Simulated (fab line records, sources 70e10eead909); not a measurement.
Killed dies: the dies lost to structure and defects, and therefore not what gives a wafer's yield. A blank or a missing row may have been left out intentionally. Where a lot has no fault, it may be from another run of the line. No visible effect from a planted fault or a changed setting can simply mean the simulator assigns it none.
Matching of chambers ; flow nand_harc ; NHARC_P_M0_CMP_23 on cmp-02: 4 sister chambers
The step polishes, t overpolish 20 s, target thk 117.54 nm. 4 wafers are shown with their chamber, then 9 later ones without.

## EACH WAFER AND ITS CHAMBER
wafer;chamber;motor_current_A (A)
L084.6;3;12.4
L089.1;0;13.2
L090.2;2;12.1
L090.6;1;11.6

## WAFERS WITH NO CHAMBER GIVEN
wafer;motor_current_A (A)
L092.1;12.9
L092.3;13.1
L092.5;12.7
L093.3;13.3
L093.5;12.4
L093.6;11.6
L095.3;11.5
L095.5;12.8
L095.6;13.2

## WHICH CHAMBER EACH ONE RAN IN
wafer;from the rows above;in truth
L092.1;can't be placed: 0 or 3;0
L092.3;0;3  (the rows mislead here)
L092.5;can't be placed: 3 or 0 or 2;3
L093.3;0;0
L093.5;can't be placed: 3 or 2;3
L093.6;1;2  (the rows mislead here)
L095.3;1;1
L095.5;can't be placed: 0 or 3 or 2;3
L095.6;0;0
3 of 9 placed correctly. Can't be placed from these rows: 4 (the true chamber is among the candidates in 4). Placed wrongly: 2.
How it was worked out, from the rows above alone: a wafer's distance from a chamber is the root of the sum, over the readings, of the square of ((its reading less the chamber's mean) divided by the reading's scatter). The wafer belongs to the nearest chamber; if the next one is less than 2 further off, it can't be placed. Each chamber's mean is taken over the wafers shown for it. The scatter: with one shown wafer a chamber, the root of the mean of the squares of how far each hidden wafer lies from its nearest shown one.
